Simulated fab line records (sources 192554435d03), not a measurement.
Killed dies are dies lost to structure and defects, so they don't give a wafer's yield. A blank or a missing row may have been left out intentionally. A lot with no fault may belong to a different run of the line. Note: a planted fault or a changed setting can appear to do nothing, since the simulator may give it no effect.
Chamber matching -- flow n5Finfet -- rieDiel-05 running N5_BEOL_M12_ETCH_67: 4 sister chambers
The step etches SiARC in CF4, target depth 143 nm, time 238.3 s. 4 wafers are shown with their chamber, then 7 later ones without.

== EACH WAFER AND ITS CHAMBER ==
wafer,chamber,drypumpMotorCurrentA (A)
L089.4,2,5.5
L090.3,3,6.1
L093.2,1,5.8
L093.3,0,6.1

== WAFERS WHOSE CHAMBER IS MISSING ==
wafer,drypumpMotorCurrentA (A)
L093.5,6.1
L092.2,6.1
L092.3,6.1
L092.6,6.1
L094.1,6.1
L094.5,6.1
L094.6,5.7

== WHICH CHAMBER EACH WENT THROUGH ==
wafer,from the rows above,in truth
L093.5,can't be placed: 0 or 3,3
L092.2,can't be placed: 0 or 3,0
L092.3,can't be placed: 0 or 3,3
L092.6,can't be placed: 0 or 3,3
L094.1,can't be placed: 0 or 3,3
L094.5,can't be placed: 0 or 3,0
L094.6,1,1
Correct placement for 1 of the 7. From these rows, 6 cannot be placed; in 6 the true chamber is one of the candidates. 0 placed wrongly.
How it was worked out, from the rows above alone: a wafer's distance from a chamber is the root of the sum, over the readings, of the square of ((its reading less the chamber's mean) divided by the reading's scatter). The wafer belongs to the nearest chamber; if the next one is less than 2 further off, it can't be placed. Each chamber's mean is taken over the wafers shown for it. The scatter: with one shown wafer a chamber, the root of the mean of the squares of how far each hidden wafer lies from its nearest shown one.
